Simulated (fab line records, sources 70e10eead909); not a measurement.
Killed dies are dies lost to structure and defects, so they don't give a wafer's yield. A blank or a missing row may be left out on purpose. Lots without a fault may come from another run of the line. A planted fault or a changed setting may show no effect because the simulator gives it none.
Chamber matching | flow nand_harc | NHARC_P_M1_DEP_33 on pecvd-02: 3 sister chambers
The step deposits SiCN, target thk 30 nm. 24 wafers are shown with their chamber, then 12 later ones without.

WAFERS WITH THEIR CHAMBER
wafer  | chamber | heater_power_w (W) | susceptor_temp_C (C)
L075.1 | 1       | 618                | 370.21
L075.3 | 2       | 670                | 369.73
L075.4 | 1       | 644                | 370.29
L074.1 | 0       | 478                | 369.84
L074.5 | 0       | 472                | 369.90
L074.6 | 2       | 684                | 369.90
L082.1 | 1       | 587                | 369.94
L082.3 | 2       | 553                | 369.75
L082.5 | 0       | 516                | 370.46
L081.3 | 0       | 537                | 369.75
L081.4 | 0       | 536                | 369.51
L081.5 | 1       | 655                | 370.17
L083.2 | 0       | 503                | 369.52
L083.3 | 1       | 566                | 370.38
L083.6 | 0       | 520                | 370.00
L085.3 | 2       | 671                | 369.99
L085.5 | 2       | 667                | 370.07
L085.6 | 0       | 523                | 369.89
L086.1 | 1       | 628                | 370.00
L086.3 | 0       | 479                | 370.30
L086.6 | 1       | 614                | 370.04
L087.3 | 2       | 649                | 369.80
L087.5 | 2       | 645                | 369.95
L087.6 | 0       | 481                | 370.10

SIGNATURES (means of the wafers above)
reading          | chamber 0 | chamber 1 | chamber 2 | scatter within a chamber
heater_power_w   | 504.50    | 616.00    | 648.43    | 33.3
susceptor_temp_C | 369.9270  | 370.1471  | 369.8843  | 0.228
Rule: a wafer's distance from a chamber is the root of the sum, over the readings, of the square of ((its reading less the chamber's mean) divided by the reading's scatter). The wafer belongs to the nearest chamber; if the next one is less than 2 further off, it can't be placed. The scatter: the root of (the sum of the squares of (reading less its chamber's mean) over the shown wafers, divided by (wafers less chambers)).

WAFERS WITHOUT THEIR CHAMBER
wafer  | heater_power_w (W) | susceptor_temp_C (C)
L088.1 | 443                | 370.04
L088.3 | 637                | 370.01
L088.4 | 623                | 369.94
L090.2 | 618                | 369.69
L090.4 | 601                | 369.95
L090.6 | 456                | 370.24
L091.2 | 660                | 369.96
L091.4 | 590                | 370.32
L091.6 | 664                | 369.80
L094.4 | 604                | 370.11
L094.5 | 579                | 370.24
L094.6 | 474                | 370.17

WHICH CHAMBER EACH WENT THROUGH
wafer  | from the rows above          | in truth
L088.1 | 0                            | 0
L088.3 | can't be placed: 2 or 1      | 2
L088.4 | can't be placed: 2 or 1      | 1
L090.2 | can't be placed: 2 or 1      | 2
L090.4 | can't be placed: 1 or 2 or 0 | 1
L090.6 | 0                            | 0
L091.2 | can't be placed: 2 or 1      | 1
L091.4 | can't be placed: 1 or 2      | 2
L091.6 | can't be placed: 2 or 1      | 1
L094.4 | can't be placed: 1 or 2      | 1
L094.5 | can't be placed: 1 or 2 or 0 | 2
L094.6 | 0                            | 0
Placed correctly: 3 of 12. Can't be placed from these rows: 9 (the true chamber is among the candidates in 9). Placed wrongly: 0.
